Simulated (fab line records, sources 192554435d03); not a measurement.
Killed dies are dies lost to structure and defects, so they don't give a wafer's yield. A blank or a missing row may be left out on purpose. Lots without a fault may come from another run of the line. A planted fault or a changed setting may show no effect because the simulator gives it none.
Chamber matching | flow n5_finfet | N5_BEOL_M2_STRIP_66 on rie_diel-05: 4 sister chambers
The step strips in CF4. 4 wafers are shown with their chamber, then 7 later ones without.

WAFERS WITH THEIR CHAMBER
wafer  | chamber | showerhead_plenum_p_Torr (Torr)
L077.5 | 3       | 1.71
L088.6 | 1       | 1.77
L090.1 | 0       | 1.69
L090.3 | 2       | 1.83

WAFERS WITHOUT THEIR CHAMBER
wafer  | showerhead_plenum_p_Torr (Torr)
L090.5 | 1.77
L094.4 | 1.82
L094.5 | 1.82
L094.6 | 1.92
L096.2 | 1.69
L096.3 | 1.91
L096.4 | 1.91

WHICH CHAMBER EACH WENT THROUGH
wafer  | from the rows above               | in truth
L090.5 | can't be placed: 1 or 2 or 3 or 0 | 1
L094.4 | can't be placed: 2 or 1 or 3      | 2
L094.5 | can't be placed: 2 or 1 or 3      | 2
L094.6 | can't be placed: 2 or 1           | 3
L096.2 | can't be placed: 0 or 3 or 1      | 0
L096.3 | can't be placed: 2 or 1           | 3
L096.4 | can't be placed: 2 or 1           | 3
Placed correctly: 0 of 7. Can't be placed from these rows: 7 (the true chamber is among the candidates in 4). Placed wrongly: 0.
How it was worked out, from the rows above alone: a wafer's distance from a chamber is the root of the sum, over the readings, of the square of ((its reading less the chamber's mean) divided by the reading's scatter). The wafer belongs to the nearest chamber; if the next one is less than 2 further off, it can't be placed. A chamber's mean is the mean of its shown wafers. The scatter: with one shown wafer a chamber, the root of the mean of the squares of how far each hidden wafer lies from its nearest shown one.
